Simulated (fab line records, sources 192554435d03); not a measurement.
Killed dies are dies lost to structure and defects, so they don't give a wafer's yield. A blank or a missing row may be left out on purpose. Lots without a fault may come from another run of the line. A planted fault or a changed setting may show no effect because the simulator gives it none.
fab line records | flow n5_finfet | part 1 of 2: steps 1 to 4 of 6
record lots=22 wafers=66 last_day=20
route steps=1938 shown DUMMY_GATE@241 SD_ACTIVATION@332 ILD0@344 SDB@365 HKMG_FIN@403
lots that met no fault: from a run of the same line without faults
start_h: hours from the record's first day to the start of the lot's first wafer shown | wait_h: hours since the lot's step before | " the same as in the row above | L1.1+2: a row that stands for several wafers | - no value, or no start given | * or withheld: withheld | < > ~ a bound
route shown NAME@n: a module of which the file shows steps, and the number in the route of the first | usual: mean/standard deviation of fault-free wafers | same: alike in all rows | chamber/n: place in a boat | sites: the reading at each site | _std_site: their standard deviation | _edge_site: outer sites' mean less inner sites' | radius_mm: how far each site lies from the wafer's centre | mask NAME#n: copy n | behind: the tool/chamber that last shaped the wafer | hold: why the lot was held/for how many hours/how that ended | device: the transistor (n, p or np) that didn't switch | end of line: the same wafers' tests at the end of the route | a step without rows: its recipe alone | killed: dies lost to structure and defects at the first sort, not the wafer's yield | map: a wafer's dies, x killed, . not, _ none there
set.NAME: the setting as run; set.NAME@STEP: as run at that earlier step | model.NAME: the simulator's own value behind a step, which no gauge read
steps of the route over a sample of lots; a table a step, a row a wafer
services: from which hour (start_h, from the record's first day; less than 0 if before it) a tool's chamber was out of use, for how many hours, and why
## steps
# step N5_DUMMY_GATE_STRIP_40
# recipe chemistry=CF4 resist=SiARC power_w=300 bias_power_w=75 pressure_mtorr=50 cf4_flow_sccm=150 rf_frequency_hz=6e+07
# usual cf4_flow_sccm=150.1/0.47 drypump_motor_current_A=5.7/0.55 oes_product_au=0.81/0.066 rf_vpp_V=271.6/1.5 showerhead_plenum_p_Torr=1.80/0.053 throttle_valve_pct=13.41/0.17
# columns lot.wafer tool chamber start_h wait_h cf4_flow_sccm drypump_motor_current_A oes_product_au rf_hours_counter_h rf_vpp_V showerhead_plenum_p_Torr throttle_valve_pct
L074.1 rie_diel-06 2 47.02 0.1 149.7 6.6 0.71 206 270.2 1.78 13.83
L074.4 " 3 " " 150.1 5.8 0.83 70 270.7 1.74 13.56
L074.6 " 1 " " 150.5 5.2 0.84 - 269.3 1.75 13.41
L075.1 rie_diel-05 3 52.01 0.1 149.5 5.8 0.79 105 275.1 1.88 13.26
L075.4 " 3 " " 149.3 5.8 0.79 - 271.7 1.88 13.25
L075.5 " 2 " " 149.7 5.3 0.66 - 271.7 1.77 13.80
L076.2 rie_diel-06 1 60.58 0.1 149.9 5.2 0.85 58 270.1 1.75 13.38
L076.3 " 0 " " 149.6 6.2 0.72 193 272.5 1.78 13.44
L076.5 " 1 " " 149.7 5.3 0.84 - 270.4 1.75 13.40
L077.1 rie_diel-02 3 65.16 0.3 150.2 4.8 0.86 37 270.9 1.76 13.25
L077.4 " 3 " " 149.6 4.7 0.85 - 270.6 1.76 13.25
L077.5 " 2 " " 149.9 6.1 0.86 - 270.6 1.82 13.45
L078.1 rie_diel-06 3 69.71 0.1 149.9 5.8 0.82 76 269.3 1.74 13.57
L078.4 " 1 " " 149.8 5.2 0.83 61 270.7 1.75 13.40
L078.6 " 2 " " 150.6 6.6 0.70 - 272.1 1.78 13.82
L079.4 rie_diel-02 2 78.91 0.1 150.0 6.1 0.85 35 271.8 1.82 13.45
L079.5 " 2 " " 150.3 6.1 0.85 - 271.8 1.82 13.48
L079.6 " 1 " " 150.8 6.4 0.95 - 274.8 1.91 13.28
L080.2 rie_diel-02 2 86.79 0.1 149.7 6.1 0.84 37 271.5 1.82 13.46
L080.3 " 1 " " 149.5 6.4 0.92 4 274.8 1.91 13.27
L080.6 " 1 " " 150.2 6.4 0.93 - 273.2 1.91 13.29
L081.1 rie_diel-05 2 88.77 0.1 149.9 5.3 0.97 4 271.1 1.77 13.26
L081.4 " 1 " " 149.5 6.0 0.77 126 271.7 1.80 13.35
L081.5 " 0 " " 150.3 5.0 0.78 - 273.6 1.87 13.45
L082.1 rie_diel-05 1 96.40 0.1 150.0 6.0 0.77 129 271.6 1.80 13.34
L082.5 " 3 " " 150.1 5.8 0.77 - 272.3 1.87 13.28
L082.6 " 0 " " 150.5 5.0 0.77 - 271.2 1.87 13.45
L083.1 rie_diel-02 1 102.81 0.1 148.8 6.4 0.91 8 274.5 1.90 13.28
L083.4 " 2 " " 149.8 6.1 0.84 - 271.0 1.82 13.50
L083.6 " 1 " " 150.2 6.4 0.92 - 273.9 1.90 13.29
L084.2 rie_diel-05 1 108.94 0.1 150.2 6.0 0.76 132 273.5 1.80 13.35
L084.3 " 0 " " 149.7 5.1 0.78 142 271.5 1.87 13.46
L084.5 " 0 " " 150.2 5.0 0.77 - 273.5 1.87 13.46
L085.3 rie_diel-02 1 122.51 0.1 149.9 6.4 0.91 12 273.5 1.90 13.30
L085.4 " 2 " " 149.6 6.1 0.84 44 270.3 1.82 13.48
L085.5 " 3 " " 150.0 4.7 0.83 - 270.7 1.76 13.28
L087.4 rie_diel-02 1 129.88 0.2 149.7 6.4 0.89 15 273.1 1.90 13.30
L087.5 " 2 " " 150.9 6.1 0.83 - 271.5 1.82 13.48
L087.6 " 3 " " 150.0 4.7 0.83 - 268.9 1.76 13.26
L088.1 rie_diel-06 3 136.27 0.1 149.7 5.8 0.82 92 270.0 1.74 13.61
L088.4 " 1 " " 149.6 5.2 0.81 - 270.3 1.74 13.44
L088.6 " 0 " " 149.8 6.2 0.70 - 271.7 1.77 13.50
L089.3 rie_diel-02 3 139.40 0.1 149.5 4.7 0.82 53 271.5 1.75 13.27
L089.4 " 2 " " 150.3 6.1 0.82 - 271.2 1.82 13.48
L089.6 " 3 " " 149.5 4.7 0.83 - 268.6 1.75 13.28
L090.1 rie_diel-02 0 143.89 0.1 149.3 5.7 0.80 85 270.6 1.81 13.18
L090.5 " 3 " " 149.5 4.7 0.83 - 270.6 1.75 13.28
L090.6 " 2 " " 150.1 6.1 0.83 - 271.8 1.82 13.49
L091.2 rie_diel-06 2 151.95 0.1 150.7 6.6 0.70 227 270.9 1.77 13.84
L091.3 " 0 " " 149.9 6.2 0.70 217 271.4 1.77 13.50
L091.4 " 3 " " 149.3 5.8 0.81 96 269.6 1.74 13.62
L093.2 rie_diel-02 1 164.89 0.1 150.0 6.4 0.87 23 272.7 1.90 13.32
L093.3 " 0 " " 149.8 5.8 0.81 90 271.7 1.81 13.17
L093.4 " 2 " " 150.4 6.1 0.82 56 271.9 1.82 13.51
L094.2 rie_diel-06 1 166.73 0.1 149.4 5.2 0.81 85 269.9 1.74 13.45
L094.4 " 2 " " 149.1 6.6 0.69 231 271.3 1.77 13.88
L094.5 " 2 " " 150.3 6.6 0.69 - 268.7 1.77 13.87
L095.1 rie_diel-05 0 172.92 0.1 150.2 5.0 0.76 156 272.4 1.87 13.48
L095.3 " 2 " " 150.2 5.3 0.92 24 271.0 1.76 13.30
L095.6 " 2 " " 150.0 5.3 0.92 - 270.6 1.76 13.30
L096.2 rie_diel-05 1 182.01 0.1 150.7 6.0 0.74 155 271.3 1.79 13.41
L096.4 " 2 " " 149.4 5.3 0.92 27 270.4 1.76 13.32
L096.6 " 3 " " 150.7 5.8 0.75 - 274.6 1.87 13.34
L097.1 rie_diel-02 2 187.02 0.1 151.0 6.1 0.80 65 270.5 1.81 13.54
L097.2 " 0 " " 150.3 5.7 0.80 99 273.3 1.80 13.20
L097.5 " 2 " " 151.3 6.1 0.81 - 272.0 1.81 13.54
# step N5_DUMMY_GATE_ETCH_31
# recipe chemistry=C4F6/O2 target=SiO2 mask_material=SOC target_depth_a=825 time_s=27.5 ion_energy_ev=250 pressure_mtorr=30 source_w=345 bias_w=185 Ar_flow_sccm=300 C4F6_flow_sccm=10 O2_flow_sccm=10
# usual drypump_motor_current_A=5.7/0.5 oes_product_au=0.81/0.071 rf_vpp_V=668/6.8 showerhead_plenum_p_Torr=2.88/0.085 throttle_valve_pct=20.95/0.18
# columns lot.wafer tool chamber start_h wait_h drypump_motor_current_A oes_product_au rf_hours_counter_h rf_vpp_V showerhead_plenum_p_Torr throttle_valve_pct
L074.1 rie_diel-05 2 47.12 0.0 5.3 0.67 249 668 2.80 21.28
L074.4 " 3 " " 5.8 0.79 - 671 2.98 20.73
L074.6 " 1 " " 6.0 0.79 - 657 2.86 20.80
L075.1 rie_diel-05 1 52.11 0.0 6.0 0.78 113 657 2.86 20.79
L075.4 " 1 " " 6.0 0.78 - 657 2.86 20.77
L075.5 " 2 " " 5.3 0.65 - 668 2.80 21.26
L076.2 rie_diel-05 3 60.68 0.0 5.8 0.78 109 670 2.97 20.71
L076.3 " 1 " " 6.0 0.79 117 657 2.85 20.78
L076.5 " 3 " " 5.8 0.78 - 671 2.97 20.72
L077.1 rie_diel-06 0 65.26 0.0 6.2 0.72 195 658 2.83 20.97
L077.4 " 1 " " 5.3 0.84 60 672 2.77 21.01
L077.5 " 0 " " 6.2 0.72 - 657 2.83 20.97
L078.1 rie_diel-05 1 69.80 0.0 6.0 0.78 120 658 2.85 20.80
L078.4 " 3 " " 5.8 0.79 - 671 2.97 20.70
L078.6 " 0 " " 5.0 0.79 - 669 2.97 20.90
L079.4 rie_diel-02 2 79.01 0.0 6.1 0.87 35 682 2.91 21.20
L079.5 " 2 " " 6.1 0.87 - 682 2.91 21.20
L079.6 " 3 " " 4.7 0.87 - 670 2.77 20.75
L080.2 rie_diel-06 3 86.89 0.0 5.8 0.82 80 664 2.77 21.27
L080.3 " 1 " " 5.2 0.84 66 672 2.77 21.02
L080.6 " 2 " " 6.6 0.71 - 663 2.81 21.31
L081.1 rie_diel-05 3 88.86 0.0 5.8 0.77 118 671 2.97 20.74
L081.4 " 1 " " 6.0 0.77 126 657 2.85 20.82
L081.5 " 0 " " 5.0 0.78 - 669 2.97 20.92
L082.1 rie_diel-05 1 96.49 0.0 6.0 0.77 129 657 2.85 20.81
L082.5 " 1 " " 6.0 0.77 - 656 2.85 20.81
L082.6 " 0 " " 5.1 0.78 - 670 2.96 20.93
L083.1 rie_diel-02 1 102.91 0.0 6.4 0.93 8 668 3.04 21.09
L083.4 " 2 " " 6.1 0.87 - 682 2.90 21.23
L083.6 " 1 " " 6.4 0.93 - 668 3.04 21.09
L084.2 rie_diel-06 2 109.05 0.0 6.6 0.71 222 661 2.81 21.32
L084.3 " 1 " " 5.2 0.83 71 672 2.77 21.02
L084.5 " 0 " " 6.2 0.71 - 659 2.83 20.97
L085.3 rie_diel-05 0 122.62 0.0 5.1 0.77 146 671 2.96 20.94
L085.4 " 1 " " 6.0 0.77 136 656 2.85 20.83
L085.5 " 0 " " 5.1 0.78 - 672 2.96 20.95
L087.4 rie_diel-05 1 130.00 0.1 6.0 0.76 - 656 2.84 20.85
L087.5 " 2 " " 5.3 0.94 - 669 2.80 20.98
L087.6 " 3 " " 5.8 0.78 - 671 2.96 20.76
L088.1 rie_diel-05 1 136.36 0.0 6.0 0.76 141 657 2.84 20.84
L088.4 " 2 " " 5.3 0.94 - 670 2.80 20.96
L088.6 " 1 " " 6.0 0.75 - 657 2.84 20.83
L089.3 rie_diel-02 1 139.50 0.0 6.4 0.91 17 670 3.04 21.11
L089.4 " 3 " " 4.7 0.85 - 669 2.76 20.79
L089.6 " 1 " " 6.4 0.91 - 668 3.04 21.11
L090.1 rie_diel-05 3 143.99 0.0 5.8 0.77 133 671 2.96 20.76
L090.5 " 1 " " 6.0 0.76 - 657 2.84 20.81
L090.6 " 3 " " 5.8 0.77 - 670 2.96 20.75
L091.2 rie_diel-02 2 152.10 0.1 6.1 0.84 51 682 2.90 21.22
L091.3 " 1 " " 6.4 0.89 19 669 3.04 21.11
L091.4 " 3 " " 4.7 0.85 55 670 2.76 20.78
L093.2 rie_diel-05 1 164.98 0.0 6.0 0.75 149 658 2.84 20.84
L093.3 " 3 " " 5.8 0.76 139 670 2.96 20.74
L093.4 " 0 " " 5.0 0.76 - 668 2.96 20.95
L094.2 rie_diel-02 2 166.83 0.1 6.1 0.84 56 682 2.90 21.25
L094.4 " 0 " " 5.8 0.81 90 671 2.89 20.80
L094.5 " 2 " " 6.1 0.85 - 683 2.90 21.23
L095.1 rie_diel-02 1 173.02 0.0 6.4 0.89 25 670 3.03 21.13
L095.3 " 0 " " 5.7 0.81 92 672 2.89 20.82
L095.6 " 1 " " 6.4 0.89 - 669 3.03 21.10
L096.2 rie_diel-05 0 182.11 0.0 5.0 0.75 159 669 2.96 20.95
L096.4 " 2 " " 5.3 0.93 27 669 2.79 20.98
L096.6 " 2 " " 5.3 0.91 - 668 2.79 21.00
L097.1 rie_diel-02 2 187.12 0.0 6.1 0.83 65 682 2.89 21.24
L097.2 " 1 " " 6.4 0.88 32 670 3.03 21.13
L097.5 " 2 " " 6.1 0.84 - 681 2.89 21.25
# step N5_SD_ACTIVATION_RS_MEAS_03
# recipe thk_meas_gauge=four-point-probe
# usual RS_SD_N=21.93/0.29 RS_SD_P=56.0/0.72
# columns lot.wafer tool chamber start_h wait_h RS_SD_N[ohm/sq] RS_SD_P[ohm/sq]
L074.1 film_metro-02 - 59.11 0.2 22.15 54.5
L074.4 " - " " 22.05 55.8
L074.6 " - " " 22.21 55.7
L075.1 film_metro-02 - 65.34 0.2 22.12 55.8
L075.4 " - " " 22.43 55.9
L075.5 " - " " 22.29 56.5
L076.2 film_metro-02 - 72.92 0.2 22.02 56.3
L076.3 " - " " 22.10 55.2
L076.5 " - " " 22.17 55.8
L077.1 film_metro-01 - 78.13 0.2 21.52 55.0
L077.4 " - " " 21.55 55.3
L077.5 " - " " 21.70 55.8
L078.1 film_metro-01 - 81.27 0.2 21.67 55.7
L078.4 " - " " 21.94 55.4
L078.6 " - " " 21.41 56.8
L079.4 film_metro-01 - 89.80 0.1 22.11 55.0
L079.5 " - " " 21.80 55.1
L079.6 " - " " 22.00 55.1
L080.2 film_metro-01 - 99.20 0.2 21.92 55.9
L080.3 " - " " 21.67 55.7
L080.6 " - " " 21.96 56.2
L081.1 film_metro-02 - 99.53 0.2 21.88 56.9
L081.4 " - " " 21.93 56.5
L081.5 " - " " 21.79 56.7
L082.1 film_metro-01 - 107.43 0.2 21.54 55.8
L082.5 " - " " 21.24 56.3
L082.6 " - " " 21.26 56.6
L083.1 film_metro-01 - 114.40 0.2 21.94 54.6
L083.4 " - " " 21.91 55.3
L083.6 " - " " 21.85 54.8
L084.2 film_metro-02 - 119.85 0.2 21.82 56.0
L084.3 " - " " 21.79 56.0
L084.5 " - " " 22.32 55.4
L085.3 film_metro-02 - 133.17 0.2 22.10 55.8
L085.4 " - " " 22.18 55.4
L085.5 " - " " 22.03 54.8
L087.4 film_metro-02 - 140.69 0.1 22.07 54.6
L087.5 " - " " 21.58 54.4
L087.6 " - " " 21.74 55.5
L089.3 film_metro-01 - 150.95 0.2 21.76 57.1
L089.4 " - " " 22.20 56.9
L089.6 " - " " 22.06 57.2
L088.1 film_metro-02 - 151.23 0.2 22.34 57.3
L088.4 " - " " 22.01 56.2
L088.6 " - " " 22.26 56.0
L090.1 film_metro-02 - 156.12 0.2 21.64 56.3
L090.5 " - " " 21.97 57.7
L090.6 " - " " 21.81 56.9
L091.2 film_metro-01 - 163.32 0.2 22.13 56.6
L091.3 " - " " 22.08 57.0
L091.4 " - " " 21.83 56.3
L093.2 film_metro-02 - 175.62 0.2 21.82 56.5
L093.3 " - " " 21.66 57.0
L093.4 " - " " 21.70 56.9
L094.2 film_metro-01 - 178.70 0.2 21.51 56.9
L094.4 " - " " 21.64 56.7
L094.5 " - " " 21.58 56.0
L095.1 film_metro-02 - 185.92 0.2 21.91 56.7
L095.3 " - " " 21.84 57.2
L095.6 " - " " 21.45 56.2
L096.2 film_metro-01 - 192.56 0.2 21.73 55.9
L096.4 " - " " 21.82 55.5
L096.6 " - " " 22.17 56.1
L097.1 film_metro-02 - 215.22 0.2 21.87 56.0
L097.2 " - " " 21.53 56.8
L097.5 " - " " 22.04 56.3
# step N5_ILD0_CMP_12
# recipe stop_on=poly-Si material=SiNx t_overpolish_s=6 post_cmp_clean=alkaline_brush down_force_psi=2.5 platen_rpm=51.8 pad_velocity_m_s=1.0307 target_thk_nm=17.67
# usual motor_current_A=8.9/1 overpolish_run_s=6.001/0.01 time_to_endpoint_s=29.3/2.2
# same t_overpolish_s=6
# columns lot.wafer tool chamber start_h wait_h motor_current_A overpolish_run_s time_to_endpoint_s
L074.4 cmp-01 0 65.45 1.2 8.1 5.997 28.8
L074.1 " 1 " " 9.1 5.985 26.7
L074.6 " 2 " " 7.7 5.992 28.4
L075.1 cmp-04 1 71.61 1.1 10.1 6.002 28.2
L075.4 " 0 " " 7.4 5.995 25.6
L075.5 " 1 " " 9.5 6.004 23.9
L076.3 cmp-01 2 80.00 1.2 7.1 6.000 30.5
L076.2 " 0 " " 8.9 6.017 28.7
L076.5 " 1 " " 8.9 5.989 25.6
L077.1 cmp-02 2 84.77 1.1 8.2 5.994 28.7
L077.4 " 0 " " 8.4 5.982 28.5
L077.5 " 2 " " 8.4 5.987 29.6
L078.1 cmp-02 1 87.54 1.1 10.7 6.014 25.6
L078.4 " 0 " " 9.0 6.013 30.8
L078.6 " 1 " " 10.8 6.007 27.9
L079.4 cmp-02 1 96.91 0.1 10.7 5.975 31.0
L079.6 " 0 " " 8.5 5.995 29.7
L079.5 " 1 " " 10.5 6.004 28.6
L080.2 cmp-04 0 105.74 1.1 7.1 6.009 33.6
L080.3 " 3 " " 9.4 6.001 32.9
L080.6 " 1 " " 10.2 6.005 29.6
L081.4 cmp-02 2 106.46 0.1 8.5 5.994 27.5
L081.1 " 3 " " 9.8 5.993 30.6
L081.5 " 1 " " 10.3 5.995 28.1
L082.1 cmp-04 3 114.20 1.2 8.6 5.993 32.0
L082.5 " 1 " " 10.0 6.003 29.0
L082.6 " 2 " " 8.1 5.996 31.2
L083.1 cmp-02 1 120.71 1.2 10.6 6.007 25.0
L083.4 " 2 " " 8.4 6.011 25.0
L083.6 " 0 " " 8.6 5.989 26.9
L084.2 cmp-04 3 126.21 1.2 9.4 6.000 29.9
L084.3 " 0 " " 7.2 6.008 31.1
L084.5 " 2 " " 7.9 6.013 30.0
L085.3 cmp-01 2 140.69 2.2 7.9 6.002 32.5
L085.4 " 3 " " 8.4 5.999 29.4
L085.5 " 3 " " 8.1 5.996 30.1
L087.4 cmp-02 3 147.29 1.2 9.9 6.009 27.9
L087.6 " 1 " " 10.6 6.017 28.7
L087.5 " 2 " " 8.3 6.003 27.5
L089.4 cmp-01 2 157.60 1.2 7.7 6.004 36.8
L089.3 " 3 " " 8.3 6.005 34.3
L089.6 " 0 " " 8.6 5.994 32.8
L088.4 cmp-02 1 157.89 1.2 10.5 5.993 29.2
L088.1 " 3 " " 9.3 5.983 31.4
L088.6 " 0 " " 8.6 5.992 33.0
L090.1 cmp-02 1 162.55 1.1 10.1 5.990 30.0
L090.6 " 1 " " 10.7 5.996 28.8
L090.5 " 2 " " 8.9 6.005 28.1
L091.4 cmp-04 1 169.56 1.1 10.4 5.994 27.7
L091.3 " 2 " " 7.9 5.981 29.5
L091.2 " 0 " " 7.5 6.010 30.1
L093.3 cmp-04 1 181.87 1.1 9.6 5.996 30.6
L093.4 " 2 " " 7.9 6.004 30.1
L093.2 " 3 " " 8.7 5.987 31.3
L094.4 cmp-02 3 185.34 1.2 9.7 5.996 30.8
L094.2 " 1 " " 10.0 5.997 28.8
L094.5 " 2 " " 8.8 6.006 29.0
L095.1 cmp-02 2 193.10 1.1 8.6 5.998 28.5
L095.3 " 3 " " 9.7 5.999 32.5
L095.6 " 3 " " 9.6 5.999 30.8
L096.2 cmp-02 0 198.96 1.2 8.3 5.987 30.7
L096.4 " 2 " " 8.7 5.991 29.3
L096.6 " 0 " " 8.1 5.992 29.4
L097.1 cmp-04 0 222.41 1.1 7.1 5.998 30.5
L097.2 " 3 " " 9.5 6.024 28.2
L097.5 " 1 " " 10.0 6.009 29.4
